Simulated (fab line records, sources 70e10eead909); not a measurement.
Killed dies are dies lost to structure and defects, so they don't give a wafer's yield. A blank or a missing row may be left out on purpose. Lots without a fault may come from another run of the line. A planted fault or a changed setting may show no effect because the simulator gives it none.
fab line records | flow nand_harc
record lots=5 wafers=15 last_day=30
route steps=1302 shown P_ZERO_WELL@44 END@1302
lots that met no fault: from a run of the same line without faults
start_h: hours from the record's first day to the start of the lot's first wafer shown | wait_h: hours since the lot's step before | " the same as in the row above | L1.1+2: a row that stands for several wafers | - no value, or no start given | * or withheld: withheld | < > ~ a bound
route shown NAME@n: a module of which the file shows steps, and the number in the route of the first | usual: mean/standard deviation of fault-free wafers | same: alike in all rows | chamber/n: place in a boat | sites: the reading at each site | _std_site: their standard deviation | _edge_site: outer sites' mean less inner sites' | radius_mm: how far each site lies from the wafer's centre | mask NAME#n: copy n | behind: the tool/chamber that last shaped the wafer | hold: why the lot was held/for how many hours/how that ended | device: the transistor (n, p or np) that didn't switch | end of line: the same wafers' tests at the end of the route | a step without rows: its recipe alone | killed: dies lost to structure and defects at the first sort, not the wafer's yield | map: a wafer's dies, x killed, . not, _ none there
set.NAME: the setting as run; set.NAME@STEP: as run at that earlier step | model.NAME: the simulator's own value behind a step, which no gauge read
lots at some steps of the route; a table a step, a row a wafer
services: from which hour (start_h, from the record's first day; less than 0 if before it) a tool's chamber was out of use, for how many hours, and why
## steps
# step NHARC_P_ZERO_WELL_CD_MEAS_37
# recipe target_cd_nm=720 landing_energy_ev=500
# usual cd_nm=718.9/2.6
# same landing_energy_ev=500
# columns lot.wafer tool chamber start_h wait_h cd_nm
L931.1 cd_sem-02 0 114.10 - 715.4
L931.2 " 0 " " 718.7
L931.5 " 0 " " 719.9
L934.3 cd_sem-01 0 144.25 - 721.4
L934.4 " 0 " " 721.0
L934.5 " 0 " " 718.7
L935.2 cd_sem-02 0 154.23 - 720.8
L935.3 " 0 " " 720.4
L935.6 " 0 " " 720.1
L937.1 cd_sem-03 0 174.12 - 719.0
L937.2 " 0 " " 718.7
L937.3 " 0 " " 721.5
L939.2 cd_sem-01 0 194.36 - 721.3
L939.3 " 0 " " 719.4
L939.4 " 0 " " 716.8
# step NHARC_P_ZERO_WELL_HARDBAKE_38
# recipe temp_c=125 time_s=80
# step NHARC_P_ZERO_WELL_DESCUM_39
# recipe time_s=3 o2_flow_sccm=200 ar_flow_sccm=0 bias_power_w=0 chemistry=O2
# usual drypump_motor_current_A=5.8/0.4 oes_product_au=1.004/0.012 rf_vpp_V=57.8/0.89 showerhead_plenum_p_Torr=1.90/0.099 throttle_valve_pct=11.311/0.0088
# columns lot.wafer tool chamber start_h wait_h drypump_motor_current_A oes_product_au rf_hours_counter_h rf_vpp_V showerhead_plenum_p_Torr throttle_valve_pct
L931.2 rie_diel-01 2 114.26 - 5.9 0.983 27 58.2 1.77 11.322
L931.1 " 0 " " 4.7 1.014 35 59.8 1.94 11.317
L931.5 " 3 " " 5.7 0.998 - 58.2 2.07 11.319
L934.4 rie_diel-01 1 144.41 - 6.1 1.023 34 57.8 1.91 11.297
L934.3 " 2 " " 5.9 0.989 33 57.8 1.76 11.309
L934.5 " 1 " " 6.1 1.008 - 57.8 1.91 11.298
L935.3 rie_diel-01 2 154.38 - 5.9 0.978 35 57.5 1.76 11.312
L935.2 " 0 " " 4.7 1.004 44 57.4 1.94 11.303
L935.6 " 2 " " 5.9 0.992 - 58.2 1.76 11.310
L937.1 rie_diel-02 2 174.28 - 6.1 1.019 44 57.0 1.82 11.296
L937.3 " 3 " " 5.5 1.025 38 57.1 1.77 11.312
L937.2 " 1 " " 6.2 0.997 47 57.3 1.94 11.313
L939.3 rie_diel-02 3 194.53 - 5.5 1.019 44 58.5 1.77 11.317
L939.4 " 0 " " 6.1 1.018 50 58.9 1.88 11.326
L939.2 " 1 " " 6.2 1.001 52 58.2 1.94 11.310
# step NHARC_P_ZERO_WELL_IMPLANT_40
# recipe energy_kev=300 dose_cm2=1e+13 tilt_deg=7
# step NHARC_P_ZERO_WELL_IMPLANT_59
# recipe energy_kev=120 dose_cm2=5e+12 tilt_deg=7
# step NHARC_P_ZERO_WELL_IMPLANT_60
# recipe energy_kev=30 dose_cm2=2e+12 tilt_deg=7
# step NHARC_P_ZERO_WELL_STRIP_41
# recipe time_s=840 temp_c=130 chemistry=SPM
# step NHARC_P_ZERO_WELL_DEHYDRATE_44
# recipe temp_c=150 time_s=120
# step NHARC_P_ZERO_WELL_HMDS_45
# recipe time_s=30
# step NHARC_P_ZERO_WELL_COAT_46
# recipe spin_rpm=withheld
# step NHARC_P_ZERO_WELL_SOFTBAKE_47
# recipe temp_c=122 time_s=95
# step NHARC_P_ZERO_WELL_EBR_48
# step NHARC_P_ZERO_WELL_EXPOSE_49
# recipe na=0.6 target_cd_nm=2000 dose_mj=22.64 mask_id=P_HVPW
# usual focus_offset_nm=0.1/0.55
# same na=0.6
# columns lot.wafer tool chamber start_h wait_h mask focus_offset_nm
L931.1 krf_scanner-04 0 115.58 - P_HVPW#0 0.8
L931.2 " 0 " " P_HVPW#0 0.0
L931.5 " 0 " " P_HVPW#0 0.8
L934.3 krf_scanner-03 0 145.62 - P_HVPW#0 0.8
L934.4 " 0 " " P_HVPW#0 0.1
L934.5 " 0 " " P_HVPW#0 0.7
L935.2 krf_scanner-04 0 155.71 - P_HVPW#0 0.0
L935.3 " 0 " " P_HVPW#0 -0.6
L935.6 " 0 " " P_HVPW#0 -1.0
L937.1 krf_scanner-04 0 175.62 - P_HVPW_R1#0 0.5
L937.2 " 0 " " P_HVPW_R1#0 -0.9
L937.3 " 0 " " P_HVPW_R1#0 0.0
L939.2 krf_scanner-04 0 195.84 - P_HVPW#0 -0.3
L939.3 " 0 " " P_HVPW#0 -0.3
L939.4 " 0 " " P_HVPW#0 -0.6
# step NHARC_P_ZERO_WELL_PEB_50
# recipe peb_temp_c=118 peb_time_s=85
# step NHARC_P_ZERO_WELL_DEVELOP_51
# recipe time_s=70
# step NHARC_P_ZERO_WELL_CD_MEAS_52
# recipe target_cd_nm=2000 landing_energy_ev=500
# usual cd_nm=1999.6/2.1
# same landing_energy_ev=500
# columns lot.wafer tool chamber start_h wait_h cd_nm
L931.1 cd_sem-01 0 115.74 - 1997.8
L931.2 " 0 " " 1999.9
L931.5 " 0 " " 1999.1
L934.3 cd_sem-03 0 145.77 - 1997.3
L934.4 " 0 " " 1997.7
L934.5 " 0 " " 1993.6
L935.2 cd_sem-02 0 155.87 - 1999.9
L935.3 " 0 " " 2001.8
L935.6 " 0 " " 2001.0
L937.1 cd_sem-02 0 175.77 - 1958.6
L937.2 " 0 " " 1959.5
L937.3 " 0 " " 1959.8
L939.2 cd_sem-03 0 196.00 - 1998.1
L939.3 " 0 " " 1997.6
L939.4 " 0 " " 1998.3
# step NHARC_P_ZERO_WELL_HARDBAKE_53
# recipe temp_c=125 time_s=80
# step NHARC_P_ZERO_WELL_DESCUM_54
# recipe time_s=3 o2_flow_sccm=200 ar_flow_sccm=0 bias_power_w=0 chemistry=O2
# usual drypump_motor_current_A=5.7/0.4 oes_product_au=1.004/0.013 rf_vpp_V=57.9/0.92 showerhead_plenum_p_Torr=1.91/0.1 throttle_valve_pct=11.311/0.0091
# columns lot.wafer tool chamber start_h wait_h drypump_motor_current_A oes_product_au rf_hours_counter_h rf_vpp_V showerhead_plenum_p_Torr throttle_valve_pct model.P_ZERO_WELL.cd_nm
L931.1 rie_diel-10 1 115.90 - 5.7 1.019 14 59.4 1.96 11.309 1997
L931.2 " 2 " " 5.4 0.999 15 57.9 1.80 11.313 1999
L931.5 " 2 " " 5.4 1.004 - 56.2 1.80 11.319 1998
L934.3 rie_diel-01 0 145.93 - 4.7 0.997 41 58.7 1.94 11.299 1997
L934.4 " 1 " " 6.1 1.007 34 57.1 1.91 11.308 1998
L934.5 " 3 " " 5.6 0.987 - 57.5 2.07 11.318 1993
L935.3 rie_diel-10 2 156.05 - 5.4 1.001 29 56.6 1.79 11.321 2001
L935.2 " 3 " " 5.9 0.982 30 56.6 2.00 11.321 1999
L935.6 " 1 " " 5.8 1.010 - 58.5 1.95 11.311 2000
L937.2 rie_diel-10 2 175.95 - 5.4 1.015 37 57.6 1.79 11.305 1958
L937.3 " 3 " " 5.9 1.008 38 58.1 2.00 11.321 1959
L937.1 " 0 " " 5.4 1.019 33 56.5 1.76 11.316 1957
L939.2 rie_diel-02 1 196.16 - 6.2 1.002 53 58.8 1.94 11.307 1999
L939.4 " 3 " " 5.5 1.014 45 56.4 1.77 11.294 1999
L939.3 " 0 " " 6.2 1.005 50 57.0 1.88 11.307 1998
# step NHARC_P_ZERO_WELL_IMPLANT_55
# recipe energy_kev=180 dose_cm2=8e+11 tilt_deg=7
# step NHARC_END_SORT_01
# recipe temp_c=25
# usual killed_at_array=58/22 killed_at_other=1.0/1.3 killed_at_periphery=5/3.4 killed_dies=64/22 killed_open=3.6/1.8 killed_short=2.4/1.7
# same gross_dies=677
# columns lot.wafer tool chamber start_h wait_h killed_at_array killed_at_other killed_at_periphery killed_dies killed_open killed_short
L935.2 prober-02 0 678.23 2.8 97 1 1 99 4 0
L935.3 prober-02 0 679.02 3.1 71 0 3 74 6 1
L935.6 prober-02 0 681.41 4.0 101 0 2 103 2 2
L937.1 prober-02 0 702.73 2.5 72 4 5 81 3 3
L937.2 prober-02 0 703.54 2.8 82 0 5 87 3 0
L937.3 prober-02 0 704.35 3.1 88 3 4 95 4 4
# killed by level:class
L935.2 A_CHANNEL_HOLE_D1:chamber_film_flake=34 A_SLIT:chamber_film_flake=30 A_CHANNEL_HOLE_D2:chamber_film_flake=21 A_DECK1_JOINT:chamber_film_flake=2 A_M0:chamber_film_flake=2 A_M1:chamber_film_flake=2 P_CONTACT:geometric_particle:open=1 A_ONON_D1:geometric_particle:open=1
L935.3 A_CHANNEL_HOLE_D1:chamber_film_flake=27 A_SLIT:chamber_film_flake=21 A_CHANNEL_HOLE_D2:chamber_film_flake=13 A_WL_FILL:chamber_film_flake=4 A_ONON_D1:geometric_particle:open=2 P_GATE:geometric_particle:short=1 P_CONTACT:geometric_particle:open=1 P_M0:geometric_particle:open=1
L935.6 A_SLIT:chamber_film_flake=32 A_CHANNEL_HOLE_D1:chamber_film_flake=30 A_CHANNEL_HOLE_D2:chamber_film_flake=23 A_M1:chamber_film_flake=5 A_CONTACT:chamber_film_flake=3 A_WL_FILL:chamber_film_flake=3 A_CHANNEL_FILL_D1:chamber_film_flake=2 P_M0:geometric_particle:short=1
L937.1 A_CHANNEL_HOLE_D1:chamber_film_flake=33 A_SLIT:chamber_film_flake=25 A_CONTACT:chamber_film_flake=8 THIN_TSV:chamber_film_flake=4 P_M2:chamber_film_flake=2 P_M2:geometric_particle:open=1 A_ONON_D2:geometric_particle:open=1 A_CHANNEL_FILL_D2:geometric_particle:short=1
L937.2 A_SLIT:chamber_film_flake=36 A_CHANNEL_HOLE_D1:chamber_film_flake=35 A_CONTACT:chamber_film_flake=7 P_CONTACT:geometric_particle:open=2 P_M2:chamber_film_flake=2 A_STAIRCASE:chamber_film_flake=2 A_M1:geometric_particle:open=1 P_ZERO_WELL:chamber_film_flake=1
L937.3 A_CHANNEL_HOLE_D1:chamber_film_flake=36 A_SLIT:chamber_film_flake=33 A_CONTACT:chamber_film_flake=5 A_STAIRCASE:chamber_film_flake=3 THIN_TSV:chamber_film_flake=3 P_M2:chamber_film_flake=2 A_DECK1_JOINT:chamber_film_flake=2 P_M0:geometric_particle:open=1
## services
# columns tool chamber start_h hours kind
rie_diel-02 0 97.73 - clean
rie_diel-02 1 97.73 - clean
rie_diel-02 2 97.73 - clean
rie_diel-01 1 98.51 6.8 repair
krf_scanner-04 0 104.25 - calibration
rie_diel-01 0 109.54 - clean
rie_diel-01 1 109.54 - clean
rie_diel-01 2 109.54 - clean
rie_diel-01 3 109.54 - clean
rie_diel-01 0 134.04 - clean
rie_diel-01 1 134.04 - clean
rie_diel-01 2 134.04 - clean
rie_diel-01 3 134.04 - clean
krf_scanner-04 - 147.65 2.0 repair
rie_diel-01 0 158.56 - clean
rie_diel-01 1 158.56 - clean
rie_diel-01 2 158.56 - clean
rie_diel-01 3 158.56 - clean
rie_diel-01 3 163.66 8.1 repair
krf_scanner-04 - 182.00 4.0 pm
rie_diel-01 0 183.09 - clean
rie_diel-01 1 183.09 - clean
rie_diel-01 2 183.09 - clean
rie_diel-01 3 183.09 - clean
## key
first_sign step=NHARC_P_ZERO_WELL_EXPOSE_49 reading=mask direction=changed
effect step=NHARC_P_ZERO_WELL_CD_MEAS_52 reading=cd_nm direction=down sigmas=19 usual=1999.6 struck=1959.3
model_effect step=NHARC_P_ZERO_WELL_DESCUM_54 value=P_ZERO_WELL.cd_nm without=1998 struck=1958
met_at NHARC_P_ZERO_WELL_EXPOSE_49
struck_wafers L937.1,L937.2,L937.3
tester_left_out L937
onset_between 155.71 175.62
fault kind=wrong_mask tool=any chamber=- onset_h=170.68 steps=NHARC_P_ZERO_WELL_EXPOSE_49 aux_copy=P_HVPW_R1#0 cd_offset_nm=-39.53 scope=struck_lots_only
# tester_left_out: of these lots the tester's yield and bins aren't shown, on N5 and GAA mostly nor the transistor test; their killed dies are dies lost to structure and defects alone, not to doping, threshold or leakage, so they don't give the yield
